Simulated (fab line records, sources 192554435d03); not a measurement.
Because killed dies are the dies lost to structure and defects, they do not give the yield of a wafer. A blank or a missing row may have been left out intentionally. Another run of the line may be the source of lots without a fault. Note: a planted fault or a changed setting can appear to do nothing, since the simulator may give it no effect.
What tool caused it?    flow n5-finfet    Sampling: 24 lots, 72 wafers, 2 of 1938 route steps

== WHAT THE GAUGES READ, wafer by wafer ==
N5_BEOL_M5_INSPECT_13: inspects for defects (brightfield).
lot   measured      on                 raw-defect-count
L074  day 8 02:13   defect-inspect-02  434 465 445
L077  day 8 07:26   defect-inspect-02  371 480 326
L075  day 8 07:40   defect-inspect-02  583 468 438
L076  day 8 12:26   defect-inspect-02  506 492 471
L079  day 9 10:12   defect-inspect-01  478 466 382
L080  day 9 11:40   defect-inspect-02  475 452 455
L078  day 9 14:05   defect-inspect-02  433 451 391
L081  day 9 19:06   defect-inspect-01  401 497 629
L082  day 9 19:13   defect-inspect-01  563 390 494
L083  day 9 21:52   defect-inspect-02  473 504 549
L084  day 10 01:56  defect-inspect-01  298 273 285
L085  day 10 21:17  defect-inspect-01  292 383 323
L086  day 10 23:44  defect-inspect-01  419 437 392
L087  day 11 11:33  defect-inspect-02  448 421 352
L088  day 11 14:43  defect-inspect-02  636 693 381
L090  day 11 19:20  defect-inspect-01  452 372 338
L089  day 12 02:42  defect-inspect-02  453 406 373
L091  day 12 08:26  defect-inspect-02  371 300 477
L092  day 12 11:00  defect-inspect-02  479 562 421
L093  day 12 19:44  defect-inspect-01  445 417 418
L094  day 13 02:39  defect-inspect-01  415 275 306
L095  day 13 04:16  defect-inspect-02  388 476 461
L096  day 13 15:49  defect-inspect-02  566 375 360
L097  day 13 21:10  defect-inspect-01  300 338 327

== WHAT TOOL EACH LOT RAN ON (gives the tool, then ch and the chambers of the sampled wafers, and finally the start) ==
lot   N5_BEOL_M4_PRE_CLEAN_45
L074  pvd-sputter-03, day 7 20:26
L077  pvd-sputter-02, day 8 01:36
L075  pvd-sputter-02, day 8 01:41
L076  pvd-sputter-03, day 8 06:31
L079  pvd-sputter-02, day 9 03:50
L080  pvd-sputter-03, day 9 06:11
L078  pvd-sputter-01, day 9 07:26
L081  pvd-sputter-03, day 9 09:54
L082  pvd-sputter-02, day 9 10:53
L083  pvd-sputter-03, day 9 14:32
L084  pvd-sputter-02, day 9 19:10
L085  pvd-sputter-03, day 10 14:19
L086  pvd-sputter-03, day 10 17:43
L087  pvd-sputter-02, day 11 03:04
L088  pvd-sputter-02, day 11 08:10
L090  pvd-sputter-02, day 11 12:16
L089  pvd-sputter-02, day 11 19:03
L091  pvd-sputter-02, day 12 00:53
L092  pvd-sputter-03, day 12 03:21
L093  pvd-sputter-02, day 12 13:36
L094  pvd-sputter-03, day 12 18:46
L095  pvd-sputter-03, day 12 21:43
L096  pvd-sputter-01, day 13 10:03
L097  pvd-sputter-03, day 13 14:52
- N5_BEOL_M4_PRE_CLEAN_45: time 30 s.

== AS READ BY THE TOOLS THEMSELVES (means over the sampled wafers that have a number; for cases with no such wafer, the mark the record gives instead) ==
N5_BEOL_M4_PRE_CLEAN_45.
lot   tool            heater-power-w (W)
L074  pvd-sputter-03  324
L077  pvd-sputter-02  344
L075  pvd-sputter-02  312
L076  pvd-sputter-03  326
L079  pvd-sputter-02  371
L080  pvd-sputter-03  308
L078  pvd-sputter-01  357
L081  pvd-sputter-03  354
L082  pvd-sputter-02  328
L083  pvd-sputter-03  324
L084  pvd-sputter-02  348
L085  pvd-sputter-03  350
L086  pvd-sputter-03  331
L087  pvd-sputter-02  332
L088  pvd-sputter-02  379
L090  pvd-sputter-02  340
L089  pvd-sputter-02  354
L091  pvd-sputter-02  333
L092  pvd-sputter-03  345
L093  pvd-sputter-02  334
L094  pvd-sputter-03  350
L095  pvd-sputter-03  344
L096  pvd-sputter-01  342
L097  pvd-sputter-03  335

== THE ANSWER, worked out from the rows above alone ==
Rule: the lots themselves supply what counts as usual. Put in order of their means at a reading, lots are off if they are a third of the lots or fewer, leave a main group of 4 or more, and stand apart from it by a gap of 3 or more times the standard deviation of the main group's means; of several such gaps the widest counts. A main group is skipped when, at the precision printed for the reading in the tables above, its means are all equal. Also off: a lot with no number at a reading for which 4 or more lots have one. Any other lot the step has rows for is counted as sound. First the gauges in route order, then the tools' own readings, where a lot's mean is used as printed above. At the first step where some lot is off, the reading lying furthest off is the one used; lots without a number count as furthest.
No lot is off at any reading shown: from this, nothing can be told.

== WHAT THE SIMULATOR PUT IN ==
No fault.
